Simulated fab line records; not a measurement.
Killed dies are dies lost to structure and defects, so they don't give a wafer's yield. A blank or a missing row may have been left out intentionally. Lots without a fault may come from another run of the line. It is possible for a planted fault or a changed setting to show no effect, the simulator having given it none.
Comparing a struck lot with a sound one || flow n5Finfet || 37 out of 1938 route steps
Sound: the wafers L669.1, L669.4, L669.5. Struck: wafer L665.1. (L665.3, L665.4 of the same lot were not struck and are left out.) The cause comes at the end.
Per side, at each step with rows, come the tool, then ch with its chambers, and then its first start. Under that, the readings that differ: sound wafers || struck wafers || difference of the means || sigmas: that difference in standard deviations of wafers without a fault.
alike: words and numbers the same on both sides, and readings whose means are apart by under 2 such deviations; not compared: readings that were withheld, readings missing a value for some wafer, numbers with overlapping values and no deviation given by the record, and bounds like >300 which may hide the same value.
A row with sigmas, a row that says differs or no value, or rows on one side alone: a step with any of these is where the two part. Numbers that don't overlap but have no deviation are shown without sigmas and don't part them. A reading that every wafer of one side lacks parts them only if that side has two wafers or more.

first, 9 steps without rows for these wafers: N5_BEOL_M11_PEB_26 (peb time 60 s); N5_BEOL_M11_DEVELOP_27 (develop time 30 s); N5_BEOL_M11_DESCUM_33 (chemistry O2, time 7.9 s); N5_BEOL_M11_ETCH_65 (etches SiARC in CF4, target depth 39 nm, time 65 s); N5_BEOL_M11_ETCH_66 (etches SOC in N2/H2, target depth 120 nm, overetch 24 nm, time 180 s); N5_BEOL_M11_STRIP_69 (strips in N2/H2); N5_BEOL_M11_VIA_ETCH_34 (etches SiCOH lowk in C4F6/O2, target depth 184.5 nm, time 69.2 s); N5_BEOL_M11_STRIP_73 (strips in C4F6/O2); N5_BEOL_M11_STRIP_36 (strips in N2/H2).
N5_BEOL_M11_TRENCH_ETCH_37: etches SiCOH lowk in C4F6/O2, target depth 148.83 nm, time 48 s.
  sound on rieDiel-03 ch 0,1, day 13 18:49; struck on rieDiel-06 ch 2, day 13 09:19
{"reading": "drypumpMotorCurrentA (A)", "sound": "6.1 5.6 6.1", "struck": 5.2, "difference": -0.7, "sigmas": -2}
{"reading": "runLengthS (s)", "sound": "72.0 72.1 72.4", "struck": 84.3, "difference": "+12.1", "sigmas": "+24"}
{"reading": "model.BEOL_M11.featureDepthNm (nm)", "sound": "146.6 150 147.2", "struck": 185.6, "difference": "+37.7", "sigmas": ""}
{"reading": "model.etch.depthNm (nm)", "sound": "146.6 150 147.1", "struck": 185.5, "difference": "+37.6", "sigmas": ""}
{"reading": "model.TiN_of_BEOL_M11_HM_DEP_02.thkNm (nm)", "sound": "16.2 15.8 16", "struck": 14.4, "difference": -1.6, "sigmas": ""}
  alike: mfcArSccm, oesProductAu, rfVppV, showerheadPlenumPTorr, throttleValvePct
  not compared: rfHoursCounterH
then, 2 steps without rows for these wafers: N5_BEOL_M11_ETCH_41 (etches SiCN in CH3F/O2, target depth 42.6 nm, time 86 s); N5_BEOL_M11_STRIP_77 (strips in N2/H2, time 10 s).
N5_BEOL_M11_OCD_MEAS_38:
  sound: ocd-02 at day 13 19:00; struck: ocd-01 at day 13 09:34
{"reading": "trenchDepthNm (nm)", "sound": "146.1 149.7 146.7", "struck": 185.5, "difference": "+38.0", "sigmas": "+20"}
then, 13 steps without rows for these wafers: N5_BEOL_M11_HM_STRIP_39 (strips TiN in peroxide tin strip, target depth 25 nm, time 158 s); N5_BEOL_M11_SRD_40 (time 30 s); N5_BEOL_M11_PRECLEAN_42 (cleans in residue remover, time 60 s); N5_BEOL_M11_SRD_43 (time 30 s); N5_BEOL_M11_CURE_72 (cures SiCOH lowk, time 120 s); N5_BEOL_M11_DEGAS_44 (time 60 s); N5_BEOL_M11_PRE_CLEAN_45 (time 30 s); N5_BEOL_M11_ALD_74 (deposits TaN, target thk 2 nm, pulse time 2 s, purge time 3 s); N5_BEOL_M11_SURFACE_TREAT_76; N5_BEOL_M11_CVD_75 (deposits Co from CCTBA/H2, target thk 2 nm, time 138.9 s); N5_BEOL_M11_SPUTTER_48 (material Cu, target thk 12 nm, time 2 s); N5_BEOL_M11_ECD_50 (material Cu, target thk 318 nm); N5_BEOL_M11_ANNEAL_51 (time 90 s).
N5_BEOL_M11_CMP_52: polishes, stops on SiCOH lowk, t overpolish 7 s, target thk 140 nm.
  sound on cmp-03 ch 0,1,3, day 13 22:43; struck on cmp-03 ch 0, day 13 12:04
{"reading": "model.Cu_of_BEOL_M11_ECD_50.thkNm (nm)", "sound": "136.8 140 138", "struck": 175.2, "difference": "+36.9", "sigmas": ""}
  alike: motorCurrentA, retainingRingPressureFrac
N5_BEOL_M11_THK_MEAS_53: measures by xrf.
  sound: filmMetro-01 at day 13 22:58; struck: filmMetro-01 at day 13 12:19
{"reading": "M11_THK (nm)", "sound": "134.7 138.0 135.9", "struck": 174.4, "difference": "+38.2", "sigmas": "+15"}
then, 2 steps without rows for these wafers: N5_BEOL_M11_PRE_CLEAN_55 (time 15 s); N5_BEOL_M11_DEP_56 (deposits SiCN from 3MS/NH3, target thk 30 nm, time 10.5 s).
N5_BEOL_M11_RS_MEAS_57: the measuring method here is four-point-probe.
  sound: filmMetro-01 at day 13 23:05; struck: filmMetro-01 at day 13 12:28
{"reading": "M11_RS (ohm/sq)", "sound": "0.1548 0.1508 0.1528", "struck": 0.1184, "difference": -0.0344, "sigmas": -14}
then, 5 steps without rows for these wafers: N5_BEOL_M12_ILD_DEP_00 (deposits SiOC from DEMS/O2, target thk 658.92 nm, time 130.7 s); N5_BEOL_M12_COAT_58 (time 60 s, resist thk 89 nm); N5_BEOL_M12_COAT_04 (resist thk 400 nm); N5_BEOL_M12_EBR_06; N5_BEOL_M12_SOFTBAKE_05 (time 60 s).
N5_BEOL_M15_RC_MEAS_101:
  sound on prober-01 ch 0, day 14 22:53; struck on prober-01 ch 0, day 14 18:38
{"reading": "SERP_M11 (ohm/um)", "sound": "3.08 3.05 3.09", "struck": 2.38, "difference": -0.69, "sigmas": -11}
{"reading": "SERP_M11_max_site (ohm/um)", "sound": "3.21 3.11 3.21", "struck": 2.40, "difference": -0.78, "sigmas": -11}
  alike: COMB_M10, COMB_M12, COMB_M13, COMB_M14, COMB_M15, COMB_M5, COMB_M6, COMB_M7, COMB_M8, COMB_M9, SERP_M10, SERP_M12, SERP_M13, SERP_M14, SERP_M14_max_site, SERP_M5, SERP_M6, SERP_M7, SERP_M8, SERP_M9

## WHERE THEY PART
Last at N5_BEOL_M15_RC_MEAS_101 as far as this record goes, first at N5_BEOL_M11_TRENCH_ETCH_37.

WHY: the cause the simulator had injected
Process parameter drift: rieDiel-06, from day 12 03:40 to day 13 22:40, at N5_BEOL_M11_TRENCH_ETCH_37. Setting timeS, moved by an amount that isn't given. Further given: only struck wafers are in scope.
